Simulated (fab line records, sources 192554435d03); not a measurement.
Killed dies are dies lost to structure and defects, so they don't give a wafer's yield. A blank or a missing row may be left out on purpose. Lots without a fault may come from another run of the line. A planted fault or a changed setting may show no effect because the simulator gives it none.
fab line records | flow n5_finfet
record lots=7 wafers=21 last_day=17
route steps=1938 shown BEOL_M2@908 BEOL_M4@1111 PASSIVATION@1936
lots that met no fault: from a run of the same line without faults
start_h: hours from the record's first day to the start of the lot's first wafer shown | wait_h: hours since the lot's step before | " the same as in the row above | L1.1+2: a row that stands for several wafers | - no value, or no start given | * or withheld: withheld | < > ~ a bound
route shown NAME@n: a module of which the file shows steps, and the number in the route of the first | usual: mean/standard deviation of fault-free wafers | same: alike in all rows | chamber/n: place in a boat | sites: the reading at each site | _std_site: their standard deviation | _edge_site: outer sites' mean less inner sites' | radius_mm: how far each site lies from the wafer's centre | mask NAME#n: copy n | behind: the tool/chamber that last shaped the wafer | hold: why the lot was held/for how many hours/how that ended | device: the transistor (n, p or np) that didn't switch | end of line: the same wafers' tests at the end of the route | a step without rows: its recipe alone | killed: dies lost to structure and defects at the first sort, not the wafer's yield | map: a wafer's dies, x killed, . not, _ none there
set.NAME: the setting as run; set.NAME@STEP: as run at that earlier step | model.NAME: the simulator's own value behind a step, which no gauge read
lots at some steps of the route; a table a step, a row a wafer
## steps
# step N5_BEOL_M2_SPUTTER_81
# recipe material=Cu target_thk_a=45 temp_c=-20 chamber_pressure_pa=0.07 power_w=withheld time_s=8.29
# step N5_BEOL_M2_ANNEAL_82
# recipe temp_c=400 time_s=240 ambient=vacuum
# step N5_BEOL_M2_SPUTTER_86
# recipe material=Cu target_thk_a=45 temp_c=-20 chamber_pressure_pa=0.07 power_w=withheld time_s=8.29
# usual chamber_pressure_pa=0.06999/0.00014 chuck_gas_flow_sccm=1.26/0.049 chuck_sensor_temp_C=-15.8/0.41 throttle_valve_pct=29.8/1.3
# columns lot.wafer tool chamber start_h wait_h chamber_pressure_pa chuck_gas_flow_sccm chuck_sensor_temp_C throttle_valve_pct
L289.3 pvd_sputter-02 - 194.31 0.1 0.07005 1.33 -16.2 29.3
L289.5 " - " " 0.0699 1.27 -15.8 28.0
L289.6 " - " " 0.06992 1.35 -16.2 29.8
L291.1 pvd_sputter-01 - 205.12 0.1 0.06982 1.26 -15.9 30.3
L291.3 " - " " 0.06981 1.28 -15.3 31.3
L291.5 " - " " 0.06998 1.31 -15.7 29.3
L292.3 pvd_sputter-01 - 207.20 0.1 0.06996 1.37 -15.7 29.2
L292.5 " - " " 0.07008 1.18 -16.0 30.1
L292.6 " - " " 0.07019 1.22 -15.5 29.0
L293.1 pvd_sputter-02 - 228.11 0.1 0.07002 1.24 -15.9 28.0
L293.3 " - " " 0.06975 1.21 -16.3 29.7
L293.4 " - " " 0.07015 1.24 -15.8 29.5
L294.1 pvd_sputter-01 - 232.38 0.1 0.06996 1.20 -15.9 30.2
L294.4 " - " " 0.06989 1.29 -15.8 29.2
L294.6 " - " " 0.06997 1.27 -15.6 31.0
L301.2 pvd_sputter-01 - 270.54 0.1 0.07017 1.21 -16.3 28.6
L301.5 " - " " 0.07 1.23 -15.7 29.0
L301.6 " - " " 0.06974 1.30 -15.5 31.2
L302.1 pvd_sputter-03 - 276.15 0.1 0.07016 1.25 -16.4 28.2
L302.4 " - " " 0.07009 1.24 -16.1 31.4
L302.5 " - " " 0.06991 1.27 -16.2 28.3
# step N5_BEOL_M2_ANNEAL_87
# recipe temp_c=400 time_s=240 ambient=vacuum
# step N5_BEOL_M2_SPUTTER_88
# recipe material=Cu target_thk_a=45 temp_c=-20 chamber_pressure_pa=0.07 power_w=withheld time_s=8.29
# usual chamber_pressure_pa=0.06999/0.00015 chuck_gas_flow_sccm=1.26/0.051 chuck_sensor_temp_C=-15.8/0.41 throttle_valve_pct=29.8/1.3
# columns lot.wafer tool chamber start_h wait_h chamber_pressure_pa chuck_gas_flow_sccm chuck_sensor_temp_C throttle_valve_pct
L289.3 pvd_sputter-02 - 194.53 0.1 0.07004 1.22 -16.2 29.7
L289.5 " - " " 0.07011 1.26 -15.8 27.9
L289.6 " - " " 0.06984 1.23 -16.1 29.8
L291.1 pvd_sputter-01 - 205.34 0.1 0.07001 1.27 -15.8 30.3
L291.3 " - " " 0.07021 1.23 -15.6 31.3
L291.5 " - " " 0.06988 1.27 -15.7 29.2
L292.3 pvd_sputter-01 - 207.42 0.1 0.07022 1.30 -15.8 29.1
L292.5 " - " " 0.06985 1.26 -16.0 30.1
L292.6 " - " " 0.06991 1.30 -15.7 28.9
L293.1 pvd_sputter-02 - 228.33 0.1 0.06983 1.24 -15.9 27.8
L293.3 " - " " 0.07005 1.18 -16.3 29.5
L293.4 " - " " 0.06988 1.17 -15.7 29.4
L294.1 pvd_sputter-01 - 232.60 0.1 0.06965 1.24 -15.9 30.4
L294.4 " - " " 0.07004 1.31 -15.6 29.2
L294.6 " - " " 0.07002 1.31 -15.6 31.0
L301.2 pvd_sputter-01 - 270.76 0.1 0.07002 1.35 -16.2 28.2
L301.5 " - " " 0.07 1.17 -15.9 29.3
L301.6 " - " " 0.07021 1.27 -15.4 31.1
L302.1 pvd_sputter-03 - 276.37 0.1 0.06991 1.25 -16.2 28.1
L302.4 " - " " 0.07025 1.21 -16.1 31.4
L302.5 " - " " 0.06975 1.25 -16.1 27.9
# step N5_BEOL_M2_ANNEAL_89
# recipe temp_c=400 time_s=240 ambient=vacuum
# step N5_BEOL_M2_SPUTTER_90
# recipe material=Cu target_thk_a=45 temp_c=-20 chamber_pressure_pa=0.07 power_w=withheld time_s=8.29
# usual chamber_pressure_pa=0.07001/0.00014 chuck_gas_flow_sccm=1.26/0.054 chuck_sensor_temp_C=-15.8/0.4 throttle_valve_pct=29.8/1.3
# columns lot.wafer tool chamber start_h wait_h chamber_pressure_pa chuck_gas_flow_sccm chuck_sensor_temp_C throttle_valve_pct
L289.3 pvd_sputter-02 - 194.75 0.1 0.06991 1.32 -16.2 29.8
L289.5 " - " " 0.0701 1.22 -15.7 27.6
L289.6 " - " " 0.06998 1.30 -16.2 29.6
L291.1 pvd_sputter-01 - 205.56 0.1 0.07007 1.11 -15.8 30.0
L291.3 " - " " 0.07026 1.18 -15.4 31.1
L291.5 " - " " 0.07014 1.25 -15.8 29.4
L292.3 pvd_sputter-01 - 207.64 0.1 0.07018 1.28 -15.8 29.3
L292.5 " - " " 0.07 1.23 -15.8 30.5
L292.6 " - " " 0.07022 1.28 -15.8 29.1
L293.1 pvd_sputter-02 - 228.55 0.1 0.0704 1.18 -15.8 27.8
L293.3 " - " " 0.06975 1.27 -16.0 29.5
L293.4 " - " " 0.0701 1.26 -15.8 29.6
L294.1 pvd_sputter-01 - 232.82 0.1 0.06997 1.26 -16.0 30.1
L294.4 " - " " 0.06963 1.34 -15.9 29.1
L294.6 " - " " 0.07014 1.23 -15.3 30.9
L301.2 pvd_sputter-01 - 270.98 0.1 0.0701 1.27 -16.1 28.7
L301.5 " - " " 0.07007 1.28 -15.8 29.3
L301.6 " - " " 0.06997 1.36 -15.6 31.3
L302.1 pvd_sputter-03 - 276.59 0.1 0.06981 1.28 -16.3 27.9
L302.4 " - " " 0.06985 1.31 -16.2 31.5
L302.5 " - " " 0.06988 1.28 -16.3 28.2
# step N5_BEOL_M2_ANNEAL_91
# recipe temp_c=400 time_s=240 ambient=vacuum
# step N5_BEOL_M2_SPUTTER_92
# recipe material=Cu target_thk_a=45 temp_c=-20 chamber_pressure_pa=0.07 power_w=withheld time_s=8.29
# step N5_BEOL_M2_ANNEAL_93
# recipe temp_c=400 time_s=240 ambient=vacuum
# usual heater_power_w=851/86 susceptor_temp_C_max=401.0/0.35
# columns lot.wafer tool chamber start_h wait_h heater_power_w susceptor_temp_C_max
L289.3 pvd_sputter-02 - 195.05 0.0 741 400.8
L289.5 " - " " 794 401.4
L289.6 " - " " 987 400.8
L291.1 pvd_sputter-01 - 205.86 0.0 925 400.7
L291.3 " - " " 943 400.8
L291.5 " - " " 794 400.7
L292.3 pvd_sputter-01 - 207.94 0.0 808 400.4
L292.5 " - " " 923 401.4
L292.6 " - " " 790 400.7
L293.1 pvd_sputter-02 - 228.85 0.0 818 401.7
L293.3 " - " " 752 400.5
L293.4 " - " " 924 400.9
L294.1 pvd_sputter-01 - 233.12 0.0 911 401.4
L294.4 " - " " 809 400.8
L294.6 " - " " 949 401.5
L301.2 pvd_sputter-01 - 271.28 0.0 712 401.1
L301.5 " - " " 823 400.6
L301.6 " - " " 942 400.6
L302.1 pvd_sputter-03 - 276.89 0.0 765 401.3
L302.4 " - " " 872 401.0
L302.5 " - " " 786 401.0
# step N5_BEOL_M2_SPUTTER_94
# recipe material=Cu target_thk_a=45 temp_c=-20 chamber_pressure_pa=0.07 power_w=withheld time_s=8.29
# usual chamber_pressure_pa=0.07003/0.00014 chuck_gas_flow_sccm=1.27/0.049 chuck_sensor_temp_C=-15.8/0.39 throttle_valve_pct=29.8/1.3
# columns lot.wafer tool chamber start_h wait_h chamber_pressure_pa chuck_gas_flow_sccm chuck_sensor_temp_C throttle_valve_pct
L289.3 pvd_sputter-02 - 195.19 0.1 0.06996 1.24 -16.2 29.6
L289.5 " - " " 0.06991 1.26 -15.8 27.9
L289.6 " - " " 0.07 1.34 -16.0 29.7
L291.1 pvd_sputter-01 - 206.00 0.1 0.07005 1.28 -15.9 30.4
L291.3 " - " " 0.07007 1.31 -15.4 31.0
L291.5 " - " " 0.07002 1.23 -15.6 29.1
L292.3 pvd_sputter-01 - 208.08 0.1 0.06983 1.21 -15.7 29.2
L292.5 " - " " 0.07015 1.29 -16.0 30.3
L292.6 " - " " 0.06956 1.28 -15.6 29.0
L293.1 pvd_sputter-02 - 228.99 0.1 0.0701 1.29 -15.8 27.9
L293.3 " - " " 0.07021 1.34 -16.3 29.6
L293.4 " - " " 0.07007 1.38 -15.7 29.6
L294.1 pvd_sputter-01 - 233.26 0.1 0.06997 1.24 -15.9 30.3
L294.4 " - " " 0.06984 1.20 -15.8 29.0
L294.6 " - " " 0.07009 1.24 -15.7 31.1
L301.2 pvd_sputter-01 - 271.42 0.1 0.0702 1.17 -16.1 28.4
L301.5 " - " " 0.06976 1.27 -15.8 29.2
L301.6 " - " " 0.06982 1.18 -15.6 31.2
L302.1 pvd_sputter-03 - 277.03 0.1 0.07014 1.24 -16.2 27.8
L302.4 " - " " 0.06981 1.24 -16.0 31.7
L302.5 " - " " 0.07014 1.23 -16.2 27.9
# step N5_BEOL_M2_ANNEAL_95
# recipe temp_c=400 time_s=240 ambient=vacuum
# step N5_BEOL_M2_SPUTTER_96
# recipe material=Cu target_thk_a=45 temp_c=-20 chamber_pressure_pa=0.07 power_w=withheld time_s=8.29
# usual chamber_pressure_pa=0.07/0.00014 chuck_gas_flow_sccm=1.26/0.056 chuck_sensor_temp_C=-15.8/0.4 throttle_valve_pct=29.8/1.3
# columns lot.wafer tool chamber start_h wait_h chamber_pressure_pa chuck_gas_flow_sccm chuck_sensor_temp_C throttle_valve_pct
L289.3 pvd_sputter-02 - 195.41 0.1 0.06965 1.19 -16.2 29.4
L289.5 " - " " 0.0701 1.26 -16.0 27.8
L289.6 " - " " 0.07024 1.20 -15.9 29.5
L291.1 pvd_sputter-01 - 206.22 0.1 0.06986 1.28 -15.9 30.1
L291.3 " - " " 0.06972 1.27 -15.5 31.1
L291.5 " - " " 0.0701 1.18 -15.8 29.3
L292.3 pvd_sputter-01 - 208.30 0.1 - - - -
L292.5 " - " " - - - -
L292.6 " - " " - - - -
L293.1 pvd_sputter-02 - 229.21 0.1 - - - -
L293.3 " - " " - - - -
L293.4 " - " " - - - -
L294.1 pvd_sputter-01 - 233.48 0.1 - - - -
L294.4 " - " " - - - -
L294.6 " - " " - - - -
L301.2 pvd_sputter-01 - 271.64 0.1 0.07012 1.15 -16.3 28.7
L301.5 " - " " 0.06997 1.33 -15.7 29.1
L301.6 " - " " 0.07008 1.24 -15.4 30.9
L302.1 pvd_sputter-03 - 277.25 0.1 0.07005 1.26 -16.3 27.8
L302.4 " - " " 0.07031 1.29 -16.0 31.6
L302.5 " - " " 0.0699 1.20 -16.1 28.1
# step N5_BEOL_M2_ECD_50
# recipe material=Cu target_thk_a=3000
# step N5_BEOL_M4_RC_MEAS_101
# usual DIBL_N=36.3/1 DIBL_P=36.2/1.4 IOFF_N=0.157/0.021 IOFF_P=0.206/0.025 ION_N=673/9 ION_P=461/6.4 SS_N=71.5/0.5 SS_P=73.2/0.47 VT_N=249.9/2.4 VT_P=-250.6/2.9
# columns lot.wafer tool chamber start_h wait_h DIBL_N[mV/V] DIBL_P[mV/V] IOFF_N[nA/um] IOFF_P[nA/um] ION_N[uA/um] ION_P[uA/um] SS_N[mV/dec] SS_P[mV/dec] VT_N[mV] VT_P[mV]
L289.3 prober-02 0 211.57 0.3 37.2 37.5 0.185 0.213 680 455 71.5 73.9 246.9 -251.7
L289.5 " 0 " " 35.6 35.5 0.149 0.183 675 462 71.3 73.5 248.9 -252.8
L289.6 " 0 " " 35.9 35.8 0.148 0.178 672 452 71.0 72.6 251.5 -255.5
L291.1 prober-01 0 233.89 0.0 36.4 36.5 0.167 0.216 683 464 71.9 72.3 247.8 -248.5
L291.3 " 0 " " 35.2 35.3 0.140 0.192 667 462 71.3 73.0 250.2 -251.0
L291.5 " 0 " " 37.2 37.3 0.179 0.237 681 470 71.3 73.4 247.5 -245.6
L292.3 prober-02 0 237.44 0.3 38.8 39.5 0.204 0.247 677 460 72.6 74.1 248.8 -250.0
L292.5 " 0 " " 36.2 36.4 0.145 0.191 665 457 72.5 73.2 256.0 -251.6
L292.6 " 0 " " 36.1 36.1 0.147 0.190 677 464 72.6 72.7 251.3 -252.7
L293.1 prober-01 0 247.18 0.0 33.5 32.4 0.125 0.165 663 447 71.0 73.2 252.8 -254.5
L293.3 " 0 " " 36.0 35.7 0.155 0.204 667 454 71.0 73.5 251.8 -250.8
L293.4 " 0 " " 37.6 37.8 0.190 0.232 675 455 72.0 73.8 250.0 -248.7
L294.1 prober-01 0 251.80 0.0 36.8 35.5 0.187 0.244 677 463 71.0 73.3 247.5 -244.9
L294.4 " 0 " " 36.8 36.0 0.185 0.234 688 465 71.7 73.6 246.7 -245.9
L294.6 " 0 " " 38.6 38.3 0.231 0.281 700 475 72.1 73.8 243.9 -246.2
L301.2 prober-01 0 289.31 0.2 37.5 36.1 0.166 0.236 683 470 72.1 72.6 248.3 -246.5
L301.5 " 0 " " 37.4 35.7 0.164 0.234 678 463 71.5 73.8 250.8 -245.9
L301.6 " 0 " " 36.6 35.1 0.152 0.210 675 463 70.4 73.3 249.1 -250.4
L302.1 prober-02 0 301.67 0.0 37.1 37.4 0.172 0.208 676 463 71.5 73.3 251.2 -251.8
L302.4 " 0 " " 36.7 36.5 0.165 0.203 674 458 71.5 73.2 250.1 -251.7
L302.5 " 0 " " 35.8 36.0 0.148 0.184 675 456 71.2 74.2 251.8 -252.5
# step N5_PASSIVATION_PROBE_49
# usual defect_limited_yield=91.1/1.3 killed_at_M0_to_M3=36/10 killed_at_M4_up=14/4.4 killed_at_contacts=14/5.7 killed_at_front_end=39/9.4 killed_at_other=2.9/2.6 killed_dies=105/15 killed_open=70/12 killed_short=34/7.1 sort_bin_5_function=5.3/0.77 sort_bin_6_memory=3.3/0.66 sort_n_pass=1075/15 sort_yield_pct=91.1/1.3
# same gross_dies=1180 killed_at_back_side=0 sort_bin_4_leakage[%]=0 sort_bin_8_speed[%]=0
# columns lot.wafer tool chamber start_h wait_h defect_limited_yield[%] killed_at_M0_to_M3 killed_at_M4_up killed_at_contacts killed_at_front_end killed_at_other killed_dies killed_open killed_short sort_bin_5_function[%] sort_bin_6_memory[%] sort_n_pass sort_yield_pct[%]
L289.3 prober-02 - 315.34 0.1 91.6 37 9 10 42 1 99 58 40 5.3 2.8 1081 91.6
L289.5 prober-02 - 315.44 0.2 92.5 33 6 7 38 4 88 52 35 4.5 2.5 1092 92.5
L289.6 prober-02 - 315.49 0.3 90.2 46 12 18 39 1 116 65 50 5.3 4.4 1064 90.2
L291.1 prober-02 - 323.88 0.0 91.6 37 12 5 37 8 99 72 26 5.5 2.6 1081 91.6
L291.3 prober-02 - 323.98 0.1 90.9 38 9 16 36 8 107 75 32 4.2 4.7 1073 90.9
L291.5 prober-02 - 324.08 0.2 92.0 36 11 10 27 10 94 46 47 4.7 2.8 1086 92.0
# killed by level:class
L289.3 BEOL_M0_SAQP:geometric_particle:open=10 FIN_SAQP:geometric_particle:short=9 BEOL_M0_SAQP:geometric_particle:short=9 BEOL_M3:geometric_particle:open=8 MOL_CONTACT_COAG:geometric_particle:open=8 GATE_CUT:geometric_particle:short=7 STI_FIN_REVEAL:geometric_particle:open=6 BEOL_M4:geometric_particle:open=6
L289.5 BEOL_M0_SAQP:geometric_particle:open=11 FIN_SAQP:geometric_particle:short=10 STI_FIN_REVEAL:geometric_particle:open=7 BEOL_M0_SAQP:geometric_particle:short=7 BEOL_M2:geometric_particle:open=6 MOL_CONTACT_COAG:geometric_particle:open=5 STARTING-WAFER:geometric_particle:open=5 FIN_SAQP:geometric_particle:open=4
L289.6 FIN_SAQP:geometric_particle:short=14 MOL_CONTACT_COAG:geometric_particle:open=14 BEOL_M0_SAQP:geometric_particle:open=11 BEOL_M0_SAQP:geometric_particle:short=11 BEOL_M3:geometric_particle:open=11 FIN_SAQP:geometric_particle:open=8 GATE_CUT:geometric_particle:short=8 STI_FIN_REVEAL:geometric_particle:open=6
L291.1 STI_FIN_REVEAL:geometric_particle:open=10 BEOL_M1:geometric_particle:open=9 STARTING-WAFER:geometric_particle:open=8 BEOL_M2:geometric_particle:open=7 BEOL_M3:geometric_particle:open=7 BEOL_M0_SAQP:geometric_particle:short=6 BEOL_M0_SAQP:geometric_particle:open=5 BEOL_M5:geometric_particle:open=5
L291.3 MOL_CONTACT_COAG:geometric_particle:open=14 BEOL_M0_SAQP:geometric_particle:open=10 STI_FIN_REVEAL:geometric_particle:open=9 BEOL_M0_SAQP:geometric_particle:short=7 FIN_SAQP:geometric_particle:open=6 BEOL_M1:geometric_particle:open=6 BEOL_M2:geometric_particle:open=6 FIN_SAQP:geometric_particle:short=5
L291.5 BEOL_M0_SAQP:geometric_particle:short=11 BEOL_M2:geometric_particle:open=11 FIN_SAQP:geometric_particle:short=6 MOL_CONTACT_COAG:geometric_particle:open=6 BEOL_M3:geometric_particle:open=6 STI_FIN_REVEAL:geometric_particle:open=5 STARTING-WAFER:geometric_particle:short=5 PASS1_CAP:geometric_particle:short=4
## key
first_sign step=N5_BEOL_M2_SPUTTER_96 reading=tool_record direction=missing
effect none on later readings
met_at N5_BEOL_M2_SPUTTER_96
struck_wafers L292.3,L292.5,L292.6,L293.1,L293.3,L293.4,L294.1,L294.4,L294.6
rows_end L292.3,L292.5,L292.6,L293.1,L293.3,L293.4,L294.1,L294.4,L294.6
onset_between 206.22 208.30
fault kind=skipped_step_whole tool=pvd_sputter-01,pvd_sputter-02 chamber=- onset_h=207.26 steps=N5_BEOL_M2_SPUTTER_96 scope=struck_lots_only
# rows_end: these wafers met a further fault down the route, and their rows from its step on are left out
